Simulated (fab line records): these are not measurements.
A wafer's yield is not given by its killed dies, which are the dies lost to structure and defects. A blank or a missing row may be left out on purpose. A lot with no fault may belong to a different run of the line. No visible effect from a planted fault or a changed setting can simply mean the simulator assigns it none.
fab line records	flow n5Finfet
record lots=7	wafers=19	lastDay=18
route steps=1938 shown BEOL_M1@778 BEOL_M4@1111 PASSIVATION@1936
lots with no fault: from the same line, run without faults
startH: hours from the record's first day to the start of the lot's first wafer shown	waitH: time in hours since the lot's previous step	" identical to the entry in the row above	L1.1+2: a single row standing in for several wafers	- either no value or no given start	* or withheld: withheld	< > ~ a bound
route shown NAME@n: a module of which the file shows steps, and the number in the route of the first	usual: mean/standard deviation of fault-free wafers	same: alike in all rows	chamber/n: place in a boat	sites: readings site by site	_std_site: the values' standard deviation	_edge_site: the outer-site mean with the inner-site mean subtracted	radiusMm: how far each site lies from the wafer's centre	mask NAME#n: copy n	behind: the tool/chamber that last shaped the wafer	hold: what put the lot on hold/how long, in hours/how the hold closed	device: the transistor (n, p or np) that didn't switch	end of line: the tests these same wafers got at the end of their route	where a step has no rows: the recipe by itself	killed: not the wafer's yield, but the dies lost to structure and defects at the first sort	map: per-die view of a wafer (x killed, . not killed, _ where there is no die)
set.NAME: the run value of the setting; set.NAME@STEP: its run value at that earlier step	model.NAME: the simulator's own value behind a step, which no gauge read
lots at some steps of the route; a table a step, a row a wafer
services: from which hour (startH, from the record's first day; less than 0 if before it) a tool's chamber was out of use, for how many hours, and why
## steps
# step N5_BEOL_M1_COAT_68
# recipe resist=SiARC	tempC=220	timeS=60	spinRpm=1500	resistThkNm=12
# step N5_BEOL_M1_COAT_76
# recipe resist=underlayer	tempC=205	timeS=60	spinRpm=1500	resistThkNm=5
# step N5_BEOL_M1_COAT_22
# recipe resist=CAR-EUV	spinRpm=1500	resistThkNm=30
# step N5_BEOL_M1_EBR_24
# recipe solvent=PGMEA	ebrWidthMm=1.5
# step N5_BEOL_M1_SOFTBAKE_23
# recipe tempC=110	timeS=60	resist=CAR-EUV
# step N5_BEOL_M1_EXPOSE_25
# recipe maskId=V0	na=0.33	sourceShape=quasar	sigmaInner=0.2	sigmaOuter=0.8	polarization=unpolarized	defocusNm=5	targetCdNm=24	doseMj=63
# step N5_BEOL_M1_PEB_26
# recipe pebTempC=100	pebTimeS=60	resist=CAR-EUV
# step N5_BEOL_M1_DEVELOP_27
# recipe developTimeS=30	developer=TMAH	resist=CAR-EUV	rinseLiquid=surfactantRinse	dry=airSpin	devTempC=23
# step N5_BEOL_M1_CD_MEAS_28
# recipe landingEnergyEv=500	detector=seInlens	targetCdYNm=23.3
# usual cdNm=23.98/0.28
# same landingEnergyEv=500
lot.wafer	tool	chamber	startH	waitH	cdNm
L541.1	cdSem-01	0	143.54	-	24.14
L541.5	"	0	"	"	24.23
L541.6	"	0	"	"	23.37
L547.1	cdSem-03	0	187.86	-	23.76
L547.5	"	0	"	"	24.24
L548.3	cdSem-03	0	191.75	-	24.02
L548.5	"	0	"	"	23.65
L551.1	cdSem-03	0	194.74	-	24.03
L551.3	"	0	"	"	23.74
L551.5	"	0	"	"	24.12
L557.2	cdSem-03	0	221.77	-	23.92
L557.3	"	0	"	"	23.74
L557.4	"	0	"	"	24.21
L559.2	cdSem-01	0	245.11	-	24.36
L559.4	"	0	"	"	24.00
L559.6	"	0	"	"	24.22
L563.1	cdSem-01	0	266.77	-	24.15
L563.5	"	0	"	"	24.06
L563.6	"	0	"	"	24.01
# step N5_BEOL_M1_OVL_MEAS_29
# recipe pointsPerWafer=522
# usual V0_OVL=0.3/0.74
lot.wafer	tool	chamber	startH	waitH	V0_OVL[nm]
L541.1	overlay-02	0	143.57	0.0	1.3
L541.5	"	0	"	"	0.7
L541.6	"	0	"	"	0.5
L547.1	overlay-02	0	187.89	0.0	-0.7
L547.5	"	0	"	"	-1.1
L548.3	overlay-02	0	191.79	0.0	-0.1
L548.5	"	0	"	"	-0.5
L551.1	overlay-02	0	194.77	0.0	1.6
L551.3	"	0	"	"	1.1
L551.5	"	0	"	"	0.5
L557.2	overlay-01	0	221.81	0.0	0.0
L557.3	"	0	"	"	0.8
L557.4	"	0	"	"	0.1
L559.2	overlay-01	0	245.15	0.0	0.6
L559.4	"	0	"	"	1.5
L559.6	"	0	"	"	1.5
L563.1	overlay-02	0	266.80	0.0	-0.2
L563.5	"	0	"	"	0.1
L563.6	"	0	"	"	1.1
# step N5_BEOL_M1_INSPECT_30
# recipe mode=adi	inspectInstrument=brightfield
# usual rawDefectCount=411/100
lot.wafer	tool	chamber	startH	waitH	rawDefectCount
L541.1	defectInspect-01	-	143.64	0.1	440
L541.5	"	-	"	"	506
L541.6	"	-	"	"	437
L547.1	defectInspect-01	-	187.95	0.1	332
L547.5	"	-	"	"	351
L548.3	defectInspect-01	-	191.83	0.0	503
L548.5	"	-	"	"	461
L551.1	defectInspect-02	-	194.83	0.1	634
L551.3	"	-	"	"	642
L551.5	"	-	"	"	552
L557.2	defectInspect-01	-	221.86	0.0	360
L557.3	"	-	"	"	366
L557.4	"	-	"	"	462
L559.2	defectInspect-01	-	245.20	0.0	440
L559.4	"	-	"	"	418
L559.6	"	-	"	"	283
L563.1	defectInspect-02	-	266.86	0.1	319
L563.5	"	-	"	"	389
L563.6	"	-	"	"	297
# step N5_BEOL_M1_DESCUM_33
# recipe chemistry=O2	timeS=7	sourcePowerW=50	biasPowerW=20	pressureMtorr=20	rfFrequencyHz=2.712e+07	tempC=40	resist=CAR-EUV	o2FlowSccm=225
# usual drypumpMotorCurrentA=5.8/0.4	oesProductAu=0.77/0.075	rfVppV=243.0/1.4	showerheadPlenumPTorr=2.08/0.083	throttleValvePct=20.44/0.23
lot.wafer	tool	chamber	startH	waitH	drypumpMotorCurrentA	oesProductAu	rfHoursCounterH	rfVppV	showerheadPlenumPTorr	throttleValvePct
L541.1	rieDiel-04	3	143.67	0.0	5.9	0.94	9	244.8	2.25	20.18
L541.5	"	0	"	"	5.1	0.75	-	241.7	2.01	20.70
L541.6	"	3	"	"	5.9	0.94	-	245.1	2.25	20.19
L547.1	rieDiel-05	0	188.13	0.2	6.3	0.70	215	241.5	1.99	20.47
L547.5	"	2	"	"	6.3	0.74	-	242.5	2.10	20.38
L548.3	rieDiel-05	3	191.93	0.1	6.1	0.72	190	244.0	2.17	20.61
L548.5	"	0	"	"	6.3	0.70	-	240.5	1.99	20.48
L551.1	rieDiel-05	1	194.86	0.0	5.9	0.76	183	244.5	2.09	20.77
L551.3	"	0	"	"	6.3	0.70	217	242.7	1.99	20.49
L551.5	"	2	"	"	6.3	0.74	-	243.0	2.10	20.37
L557.2	rieDiel-03	2	222.21	0.4	5.8	0.70	241	240.2	1.98	20.46
L557.3	"	0	"	"	5.8	0.81	102	245.1	2.20	20.48
L557.4	"	1	"	"	5.1	0.79	93	242.8	2.02	20.05
L559.2	rieDiel-03	0	245.39	0.2	5.8	0.80	109	245.3	2.20	20.50
L559.4	"	1	"	"	5.2	0.78	99	242.8	2.02	20.04
L559.6	"	3	"	"	5.6	0.89	-	244.2	2.14	20.20
L563.1	rieDiel-05	2	266.89	0.0	6.3	0.73	193	242.1	2.09	20.41
L563.5	"	3	"	"	6.1	0.70	-	245.1	2.16	20.65
L563.6	"	0	"	"	6.3	0.68	-	240.5	1.98	20.51
# step N5_BEOL_M1_ETCH_77
# recipe chemistry=N2/H2	target=underlayer	targetDepthA=65	maskMaterial=CAR-EUV	timeS=5.2	ionEnergyEv=200	pressureMtorr=30	sourceW=840	biasW=150	n2FlowSccm=200	h2FlowSccm=200	ends=cleared
# usual drypumpMotorCurrentA=5.8/0.4	etchRfOnTimeS=5.18/0.083	oesProductAu=0.66/0.062	rfVppV=523.4/3	showerheadPlenumPTorr=2.53/0.1	throttleValvePct=17.86/0.24
lot.wafer	tool	chamber	startH	waitH	drypumpMotorCurrentA	etchRfOnTimeS	oesProductAu	rfHoursCounterH	rfVppV	showerheadPlenumPTorr	throttleValvePct
L541.1	rieDiel-04	3	143.71	0.0	5.9	5.19	0.81	9	530.0	2.70	17.39
L541.5	"	0	"	"	5.1	5.10	0.64	-	518.6	2.43	18.07
L541.6	"	3	"	"	5.9	5.17	0.82	-	527.2	2.70	17.39
L547.1	rieDiel-05	0	188.17	0.0	6.4	5.25	0.61	215	519.9	2.41	17.99
L547.5	"	2	"	"	6.3	8.53	0.50	-	523.3	2.53	17.74
L548.3	rieDiel-05	3	191.96	0.0	6.1	8.63	0.48	190	528.1	2.62	18.03
L548.5	"	0	"	"	6.4	8.75	0.46	-	521.3	2.41	17.96
L551.1	rieDiel-05	1	194.90	0.0	5.8	5.24	0.64	183	525.7	2.54	18.16
L551.3	"	0	"	"	6.3	8.85	0.47	217	519.3	2.41	17.96
L551.5	"	2	"	"	6.3	8.52	0.49	-	521.9	2.53	17.73
L557.2	rieDiel-03	2	222.25	0.0	5.8	5.16	0.60	241	516.6	2.39	17.83
L557.3	"	0	"	"	5.9	5.16	0.68	102	526.8	2.70	18.02
L557.4	"	1	"	"	5.1	5.25	0.67	93	522.3	2.47	17.54
L559.2	rieDiel-03	0	245.42	0.0	5.9	5.13	0.67	109	527.2	2.70	18.03
L559.4	"	1	"	"	5.1	5.21	0.66	99	522.3	2.46	17.57
L559.6	"	3	"	"	5.7	5.25	0.74	-	525.2	2.60	17.62
L563.1	rieDiel-05	2	266.93	0.0	6.3	5.04	0.62	193	522.2	2.52	17.81
L563.5	"	3	"	"	6.1	5.13	0.61	-	524.9	2.61	18.10
L563.6	"	0	"	"	6.3	5.19	0.58	-	520.8	2.41	18.01
# step N5_BEOL_M1_ETCH_69
# recipe chemistry=CF4	target=SiARC	targetDepthA=156	maskMaterial=CAR-EUV	timeS=26	ionEnergyEv=80	pressureMtorr=40	sourceW=545	biasW=36	Ar_flow_sccm=100	cf4FlowSccm=100	ends=cleared
# usual cf4FlowSccm=100.03/0.26	drypumpMotorCurrentA=5.8/0.4	etchRfOnTimeS=25.9/0.4	oesProductAu=0.66/0.061	rfVppV=184.0/1.2	showerheadPlenumPTorr=2.13/0.074	throttleValvePct=15.61/0.22
lot.wafer	tool	chamber	startH	waitH	cf4FlowSccm	drypumpMotorCurrentA	etchRfOnTimeS	oesProductAu	rfHoursCounterH	rfVppV	showerheadPlenumPTorr	throttleValvePct
L541.1	rieDiel-04	3	143.73	0.0	99.86	5.9	26.1	0.82	9	186.1	2.27	15.17
L541.5	"	0	"	"	99.65	5.1	25.7	0.64	-	184.2	2.05	15.81
L541.6	"	3	"	"	99.85	5.9	26.4	0.81	-	187.1	2.27	15.20
L547.1	rieDiel-05	0	188.18	0.0	100.16	6.4	26.6	0.60	215	183.0	2.05	15.80
L547.5	"	2	"	"	100.40	6.3	25.6	0.64	-	183.7	2.14	15.51
L548.3	rieDiel-05	3	191.98	0.0	100.35	6.1	26.4	0.61	190	183.6	2.21	15.79
L548.5	"	0	"	"	100.37	6.3	26.1	0.59	-	183.0	2.05	15.81
L551.1	rieDiel-05	1	194.91	0.0	100.28	5.8	26.0	0.64	183	185.4	2.13	15.83
L551.3	"	0	"	"	100.14	6.3	26.1	0.59	217	182.4	2.05	15.77
L551.5	"	2	"	"	100.04	6.3	25.7	0.63	-	184.5	2.14	15.51
L557.2	rieDiel-03	2	222.26	0.0	100.54	5.8	25.8	0.60	241	180.9	2.03	15.68
L557.3	"	0	"	"	100.02	5.9	25.5	0.69	102	183.7	2.23	15.61
L557.4	"	1	"	"	99.88	5.1	26.1	0.67	93	181.5	2.09	15.36
L559.2	rieDiel-03	0	245.44	0.0	100.45	5.9	25.5	0.69	109	184.2	2.23	15.63
L559.4	"	1	"	"	100.47	5.1	25.9	0.67	99	183.1	2.09	15.36
L559.6	"	3	"	"	99.44	5.7	26.4	0.75	-	183.3	2.18	15.36
L563.1	rieDiel-05	2	266.94	0.0	100.30	6.3	25.5	0.63	193	182.9	2.13	15.57
L563.5	"	3	"	"	99.82	6.1	26.5	0.60	-	185.6	2.20	15.83
L563.6	"	0	"	"	100.11	6.3	26.0	0.59	-	182.6	2.05	15.83
# step N5_BEOL_M4_RC_MEAS_101
# usual DIBL_N=36.1/1.6	DIBL_P=36.6/1.9	IOFF_N=0.160/0.026	IOFF_P=0.210/0.028	ION_N=677/10	ION_P=464/6.9	SS_N=71.4/0.56	SS_P=73.3/0.61	VT_N=249.1/2.6	VT_P=-250/3.3
lot.wafer	tool	chamber	startH	waitH	DIBL_N[mV/V]	DIBL_P[mV/V]	IOFF_N[nA/um]	IOFF_P[nA/um]	ION_N[uA/um]	ION_P[uA/um]	SS_N[mV/dec]	SS_P[mV/dec]	VT_N[mV]	VT_P[mV]
L541.1	prober-01	0	186.65	0.0	35.2	33.4	0.119	0.168	650	449	71.2	73.2	254.1	-255
L541.5	"	0	"	"	36.1	36.1	0.137	0.200	663	462	71.7	73.8	252.2	-253
L541.6	"	0	"	"	34.8	33.5	0.116	0.166	672	459	71.1	73.0	254.5	-253
L547.1	prober-02	0	231.09	0.3	34.6	34.7	0.146	0.215	677	470	71.2	72.9	247.1	-247
L547.5	"	0	"	"	36.2	36.3	0.173	0.241	684	471	71.7	73.3	247.5	-246
L551.1	prober-01	0	245.03	0.0	32.4	32.9	0.109	0.172	653	456	71.5	72.4	255.0	-252
L551.3	"	0	"	"	35.3	35.7	0.151	0.203	662	461	71.1	73.8	250.9	-251
L551.5	"	0	"	"	33.5	34.0	0.126	0.177	668	457	72.9	72.3	252.1	-251
L548.3	prober-01	0	248.41	0.3	35.1	36.1	0.152	0.201	680	462	71.3	73.3	250.6	-252
L548.5	"	0	"	"	36.4	38.5	0.190	0.250	689	471	71.6	73.7	249.5	-247
L559.2	prober-02	0	283.93	0.2	38.2	39.9	0.210	0.270	684	474	72.1	74.5	245.3	-243
L559.4	"	0	"	"	34.2	35.7	0.137	0.202	670	464	70.9	72.7	249.0	-248
L559.6	"	0	"	"	36.4	37.1	0.166	0.223	676	464	71.6	73.0	248.3	-245
L557.2	prober-01	0	284.30	0.2	37.4	38.8	0.179	0.208	677	454	72.7	73.6	247.4	-251
L557.3	"	0	"	"	37.1	38.6	0.170	0.213	671	463	71.7	73.1	247.8	-251
L557.4	"	0	"	"	34.6	36.1	0.136	0.181	672	456	71.5	73.4	250.5	-254
L563.1	prober-02	0	328.40	0.0	35.9	36.2	0.165	0.220	675	465	71.3	72.9	248.0	-247
L563.5	"	0	"	"	36.9	37.6	0.188	0.245	692	470	72.3	73.3	245.3	-247
L563.6	"	0	"	"	33.7	34.3	0.128	0.188	654	455	71.6	72.3	249.6	-251
# step N5_PASSIVATION_PROBE_49
# usual defectLimitedYield=91.3/1.5	killed_at_M0_to_M3=34/10	killed_at_M4_up=13/4.9	killedAtContacts=13/6.1	killedAtFrontEnd=39/13	killedAtOther=4.1/2.7	killedDies=103/18	killedOpen=68/13	killedShort=32/7.6	sort_bin_5_function=5.2/1	sort_bin_6_memory=3.2/0.75	sortNPass=1077/18	sortYieldPct=91.3/1.5
# same grossDies=1180	killedAtBackSide=0	sort_bin_4_leakage[%]=0	sort_bin_8_speed[%]=0
lot.wafer	tool	chamber	startH	waitH	defectLimitedYield[%]	killed_at_M0_to_M3	killed_at_M4_up	killedAtContacts	killedAtFrontEnd	killedAtOther	killedDies	killedOpen	killedShort	sort_bin_5_function[%]	sort_bin_6_memory[%]	sortNPass	sortYieldPct[%]
L541.1	prober-02	-	278.85	0.9	92.9	26	13	17	24	4	84	57	25	4.4	2.5	1096	92.9
L541.5	prober-02	-	279.05	1.1	91.3	40	11	7	41	4	103	71	25	5.0	3.4	1077	91.3
L541.6	prober-02	-	279.10	1.2	91.7	42	6	7	41	2	98	67	28	5.3	2.9	1082	91.7
L547.1	prober-01	-	339.53	0.0	87.9	42	13	21	61	6	143	99	39	7.5	4.4	1037	87.9
L547.5	prober-01	-	339.73	0.2	90.1	20	7	24	59	7	117	77	35	6.7	2.8	1063	90.1
L548.3	prober-01	-	353.59	0.1	89.9	42	14	21	34	8	119	78	36	5.9	4.1	1061	89.9
L548.5	prober-01	-	353.69	0.2	92.3	30	8	11	35	7	91	55	36	5.3	2.3	1089	92.3
L557.2	prober-01	-	385.10	0.1	89.0	41	18	12	51	8	130	81	44	5.5	5.0	1050	89.0
L557.4	prober-01	-	385.20	0.2	92.5	23	6	12	44	3	88	54	33	3.8	3.2	1092	92.5
L559.2	prober-01	-	396.05	0.1	90.8	29	21	6	44	9	109	72	36	5.8	3.1	1071	90.8
L559.4	prober-01	-	396.15	0.2	92.6	26	13	4	38	6	87	55	32	3.7	3.3	1093	92.6
L559.6	prober-01	-	396.25	0.3	92.5	27	10	8	39	4	88	57	30	5.0	2.2	1092	92.5
# killed by level:class
L541.1 MOL_CONTACT_COAG:geometricParticle:open=14 BEOL_M3:geometricParticle:open=11 FIN_SAQP:geometricParticle:short=8 BEOL_M4:geometricParticle:open=5 DUMMY_GATE:geometricParticle:open=4 BEOL_M2:geometricParticle:open=4 BEOL_M3:geometricParticle:short=4 FIN_SAQP:geometricParticle:open=3
L541.5 BEOL_M2:geometricParticle:open=15 BEOL_M3:geometricParticle:open=13 FIN_SAQP:geometricParticle:open=10 FIN_SAQP:geometricParticle:short=8 STI_FIN_REVEAL:geometricParticle:open=6 BEOL_M4:geometricParticle:open=5 MOL_CONTACT_COAG:geometricParticle:open=4 BEOL_M3:geometricParticle:short=3
L541.6 STI_FIN_REVEAL:geometricParticle:open=12 BEOL_M3:geometricParticle:open=12 BEOL_M1:geometricParticle:open=8 BEOL_M0_SAQP:geometricParticle:open=7 FIN_SAQP:geometricParticle:open=6 FIN_SAQP:geometricParticle:short=6 GATE_CUT:geometricParticle:short=6 MOL_CONTACT_COAG:geometricParticle:open=6
L547.1 STI_FIN_REVEAL:geometricParticle:open=26 MOL_CONTACT_COAG:geometricParticle:open=18 BEOL_M0_SAQP:geometricParticle:short=9 BEOL_M3:geometricParticle:open=9 BEOL_M0_SAQP:geometricParticle:open=6 BEOL_M1:geometricParticle:open=6 STI_FIN_REVEAL:geometricParticle:short=5 DUMMY_GATE:geometricParticle:open=5
L547.5 MOL_CONTACT_COAG:geometricParticle:open=18 FIN_SAQP:geometricParticle:open=13 STI_FIN_REVEAL:geometricParticle:open=10 GATE_CUT:geometricParticle:open=9 MOL_CONTACT_COAG:geometricParticle:short=6 FIN_SAQP:geometricParticle:short=5 DUMMY_GATE:geometricParticle:open=5 GATE_CUT:geometricParticle:short=5
L548.3 MOL_CONTACT_COAG:geometricParticle:open=17 BEOL_M0_SAQP:geometricParticle:open=9 BEOL_M3:geometricParticle:open=8 FIN_SAQP:geometricParticle:open=7 BEOL_M2:geometricParticle:open=7 GATE_CUT:geometricParticle:short=5 STARTING-WAFER:geometricParticle:open=5 BEOL_M0_SAQP:geometricParticle:short=5
L548.5 BEOL_M0_SAQP:geometricParticle:open=11 STI_FIN_REVEAL:geometricParticle:open=9 MOL_CONTACT_COAG:geometricParticle:open=9 BEOL_M0_SAQP:geometricParticle:short=8 STARTING-WAFER:geometricParticle:short=7 STARTING-WAFER:geometricParticle:open=5 FIN_SAQP:geometricParticle:open=4 FIN_SAQP:geometricParticle:short=3
L557.2 STI_FIN_REVEAL:geometricParticle:open=20 BEOL_M0_SAQP:geometricParticle:short=15 FIN_SAQP:geometricParticle:short=13 MOL_CONTACT_COAG:geometricParticle:open=12 BEOL_M0_SAQP:geometricParticle:open=8 FIN_SAQP:geometricParticle:open=6 BEOL_M1:geometricParticle:open=5 GATE_CUT:geometricParticle:short=4
L557.4 FIN_SAQP:geometricParticle:short=10 MOL_CONTACT_COAG:geometricParticle:open=10 FIN_SAQP:geometricParticle:open=7 DUMMY_GATE:geometricParticle:open=7 GATE_CUT:geometricParticle:short=5 BEOL_M0_SAQP:geometricParticle:short=5 BEOL_M0:geometricParticle:open=4 BEOL_M2:geometricParticle:open=4
L559.2 BEOL_M4:geometricParticle:open=15 STI_FIN_REVEAL:geometricParticle:open=14 FIN_SAQP:geometricParticle:short=8 FIN_SAQP:geometricParticle:open=8 BEOL_M0_SAQP:geometricParticle:short=8 MOL_CONTACT_COAG:geometricParticle:open=6 BEOL_M3:geometricParticle:open=6 BEOL_M0_SAQP:geometricParticle:open=5
L559.4 STI_FIN_REVEAL:geometricParticle:open=15 FIN_SAQP:geometricParticle:short=10 BEOL_M0_SAQP:geometricParticle:short=9 BEOL_M4:geometricParticle:open=7 FIN_SAQP:geometricParticle:open=6 BEOL_M0_SAQP:geometricParticle:open=6 BEOL_M1:geometricParticle:open=5 MOL_CONTACT_COAG:geometricParticle:open=3
L559.6 FIN_SAQP:geometricParticle:open=10 BEOL_M0_SAQP:geometricParticle:open=10 GATE_CUT:geometricParticle:open=7 FIN_SAQP:geometricParticle:short=6 MOL_CONTACT_COAG:geometricParticle:open=6 BEOL_M0_SAQP:geometricParticle:short=4 BEOL_M1:geometricParticle:short=4 BEOL_M4:geometricParticle:open=4
## services
tool	chamber	startH	hours	kind
rieDiel-03	3	129.20	-	clean
rieDiel-03	3	129.20	-	consumableReplace:focusRing
rieDiel-03	3	129.20	19.4	scheduledDown
rieDiel-03	3	129.20	19.4	ventCycle
rieDiel-03	1	132.78	6.3	repair
rieDiel-04	2	157.27	4.0	repair
rieDiel-03	-	163.67	4.3	pm
rieDiel-04	3	192.54	5.8	repair
rieDiel-03	0	213.96	5.6	repair
rieDiel-05	-	227.00	2.8	pm
rieDiel-04	0	237.79	3.5	repair
rieDiel-04	1	248.31	9.3	repair
rieDiel-03	2	249.73	7.8	repair
rieDiel-04	2	257.85	-	clean
rieDiel-04	2	257.85	-	consumableReplace:focusRing
rieDiel-04	2	257.85	35.0	scheduledDown
rieDiel-04	2	257.85	35.0	ventCycle
rieDiel-03	2	260.64	-	clean
rieDiel-03	2	260.64	-	consumableReplace:focusRing
rieDiel-03	2	260.64	-	consumableReplace:showerhead
rieDiel-03	2	260.64	16.2	scheduledDown
rieDiel-03	2	260.64	16.2	ventCycle
## key
firstSign step=N5_BEOL_M1_ETCH_77	reading=etchRfOnTimeS	direction=up	sigmas=42	usual=*	struck=*
effect step=N5_BEOL_M1_ETCH_77	reading=oesProductAu	direction=down	sigmas=2.9	usual=0.66	struck=0.48
metAt N5_BEOL_M1_ETCH_77
struckWafers L547.5,L548.3,L548.5,L551.3,L551.5
fault kind=processParameterDrift	tool=rieDiel-05	chamber=-	onsetH=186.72	steps=N5_BEOL_M1_ETCH_77	channel=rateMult	offset=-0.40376	shape=step	endH=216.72	scope=struckWafersOnly
